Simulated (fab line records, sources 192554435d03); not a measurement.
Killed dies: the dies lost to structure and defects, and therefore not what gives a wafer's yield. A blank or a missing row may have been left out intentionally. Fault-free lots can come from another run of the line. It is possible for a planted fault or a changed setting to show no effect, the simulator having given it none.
Matching of chambers ; flow n5_finfet ; rie_diel-05 running N5_BEOL_M13_TRENCH_ETCH_34: 4 sister chambers
The step etches SiOC in C4F8/O2/Ar, target depth 413.47 nm, time 162.6 s. 16 wafers are shown with their chamber, then 8 later ones without.

== WAFERS, EACH WITH ITS CHAMBER ==
wafer;chamber;showerhead_plenum_p_Torr (Torr);oes_product_au (a.u.);throttle_valve_pct (%)
L078.1;2;3.36;0.97;24.23
L078.4;3;3.54;0.73;24.18
L078.6;1;3.62;0.90;24.28
L079.4;3;3.54;0.73;24.19
L079.5;2;3.36;0.95;24.25
L079.6;3;3.54;0.73;24.20
L083.1;3;3.53;0.72;24.19
L083.2;1;3.62;0.89;24.30
L083.6;1;3.62;0.89;24.30
L084.1;0;3.41;0.74;24.05
L084.2;3;3.53;0.72;24.20
L084.4;1;3.62;0.90;24.29
L086.1;0;3.41;0.73;24.08
L086.3;3;3.53;0.71;24.20
L086.4;2;3.35;0.91;24.26
L090.1;0;3.40;0.73;24.05

SIGNATURES (means of the wafers above)
reading;chamber 0;chamber 1;chamber 2;chamber 3;scatter within a chamber
showerhead_plenum_p_Torr;3.4067;3.6200;3.3567;3.5350;0.00486
oes_product_au;0.7333;0.8950;0.9433;0.7233;0.014
throttle_valve_pct;24.0600;24.2925;24.2467;24.1933;0.0118
Rule: a wafer's distance from a chamber is the root of the sum, over the readings, of the square of ((its reading less the chamber's mean) divided by the reading's scatter). If the next closest chamber is less than 2 further off than the closest, the wafer can't be placed; otherwise it belongs to the closest. The scatter is the square root of a quotient: the sum, over the shown wafers, of each reading's squared deviation from its chamber's mean, divided by wafers minus chambers.

== WAFERS WHOSE CHAMBER IS MISSING ==
wafer;showerhead_plenum_p_Torr (Torr);oes_product_au (a.u.);throttle_valve_pct (%)
L090.2;3.61;0.86;24.33
L090.5;3.53;0.71;24.22
L092.1;3.61;0.85;24.34
L092.3;3.35;0.89;24.27
L092.6;3.52;0.71;24.23
L095.2;3.40;0.72;24.06
L095.3;3.60;0.84;24.34
L095.6;3.40;0.72;24.07

== WHICH CHAMBER EACH ONE RAN IN ==
wafer;from the rows above;in truth
L090.2;1;1
L090.5;3;3
L092.1;1;1
L092.3;2;2
L092.6;3;3
L095.2;0;0
L095.3;1;1
L095.6;0;0
Correct placement for 8 of the 8. From these rows, 0 cannot be placed. Placed wrongly: 0.
